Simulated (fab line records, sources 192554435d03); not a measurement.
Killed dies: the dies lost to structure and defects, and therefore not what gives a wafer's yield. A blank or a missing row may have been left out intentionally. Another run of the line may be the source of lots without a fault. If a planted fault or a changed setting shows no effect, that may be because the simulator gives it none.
A lot that was struck, set against a sound lot | flow n5-finfet | 23 out of 1938 route steps
Sound: the wafers L851.1, L851.2, L851.5. Struck: wafers L852.3, L852.6. (L852.5 of the same lot was not struck and is left out.) The cause comes at the end.
Per side, at each step with rows, come the tool, then ch with its chambers, and then its first start. Under that, the readings that differ: sound wafers | struck wafers | difference of the means | sigmas: that difference in standard deviations of wafers without a fault.
alike: words and numbers the same on both sides, and readings whose means are apart by under 2 such deviations; not compared: readings that were withheld, readings missing a value for some wafer, numbers with overlapping values and no deviation given by the record, and bounds like >300 which may hide the same value.
The two part at a step that has a row with sigmas, a row that says differs or no value, or rows on one side only. Non-overlapping numbers with no deviation appear without sigmas and do not part them. A reading that every wafer of one side lacks parts them only if that side has two wafers or more.

first, 11 steps without rows for these wafers: N5_BEOL_M6_ETCH_62 (etches SOC in N2/H2, target depth 110 nm, overetch 22 nm, time 165 s); N5_BEOL_M6_STRIP_68 (strips in N2/H2); N5_BEOL_M6_STRIP_67 (strips in CF4); N5_BEOL_M6_HM_OPEN_17 (chemistry Cl2/BCl3, target TiN, target depth 20 nm, overetch 6 nm); N5_BEOL_M6_STRIP_19 (strips in O2); N5_BEOL_M6_COAT_63 (time 60 s, resist thk 60 nm); N5_BEOL_M6_COAT_64 (time 60 s, resist thk 12 nm); N5_BEOL_M6_COAT_71 (time 60 s, resist thk 5 nm); N5_BEOL_M6_COAT_22 (resist thk 30 nm); N5_BEOL_M6_EBR_24; N5_BEOL_M6_SOFTBAKE_23 (time 60 s).
N5_BEOL_M6_EXPOSE_25: exposes mask V5, target cd 40 nm.
  sound on euv-scanner-01 ch 0, day 12 00:49; struck on euv-scanner-01 ch 0, day 12 20:51
  alike: mask
then, 2 steps without rows for these wafers: N5_BEOL_M6_PEB_26 (peb time 60 s); N5_BEOL_M6_DEVELOP_27 (develop time 30 s).
N5_BEOL_M6_DESCUM_33: chemistry O2, time 7 s.
  sound on rie-diel-01 ch 0,1,2, day 12 01:04; struck on rie-diel-02 ch 0,1, day 12 21:05
  reading                  | sound        | struck    | difference | sigmas
  model.BEOL_M6.cd-nm (nm) | 40.2 40 40.2 | 40.4 40.4 | +0.3       |
  alike: drypump-motor-current-A, oes-product-au, rf-vpp-V, showerhead-plenum-p-Torr, throttle-valve-pct
  not compared: rf-hours-counter-h
then, 5 steps without rows for these wafers: N5_BEOL_M6_ETCH_72 (etches underlayer in N2/H2, target depth 6.5 nm, time 5.2 s); N5_BEOL_M6_ETCH_65 (etches SiARC in CF4, target depth 15.6 nm, time 26 s); N5_BEOL_M6_ETCH_66 (etches SOC in N2/H2, target depth 80 nm, overetch 16 nm, time 120 s); N5_BEOL_M6_STRIP_69 (strips in N2/H2); N5_BEOL_M6_STRIP_73 (strips in N2/H2).
N5_BEOL_M6_VIA_ETCH_34: etches SiCOH lowk in C4F6/O2, target depth 126.3 nm, time 50.9 s.
  sound on rie-diel-01 ch 0,1,2, day 12 01:15; struck on rie-diel-02 ch 0,1, day 12 21:16
  reading                  | sound      | struck    | difference | sigmas
  model.BEOL_M6.cd-nm (nm) | 40.2 40 40 | 40.6 40.6 | +0.5       |
  alike: drypump-motor-current-A, oes-product-au, rf-vpp-V, showerhead-plenum-p-Torr, throttle-valve-pct
  not compared: rf-hours-counter-h
then, 1 step without rows for these wafers: N5_BEOL_M6_STRIP_76 (strips in C4F6/O2).
-- a jump in the record: the struck wafers' starts before and after are 4 days apart (it breaks off in module BEOL_M6 and resumes in module PASSIVATION, where the first step shown is number 1936 of the route) --
N5_PASSIVATION_PROBE_49:
  the record has rows for the struck wafers here (prober-01, day 16 11:53) and none for the sound ones

== WHERE THEY PART ==
Only at N5_PASSIVATION_PROBE_49, as far as this record shows.

WHY: what the simulator had put in
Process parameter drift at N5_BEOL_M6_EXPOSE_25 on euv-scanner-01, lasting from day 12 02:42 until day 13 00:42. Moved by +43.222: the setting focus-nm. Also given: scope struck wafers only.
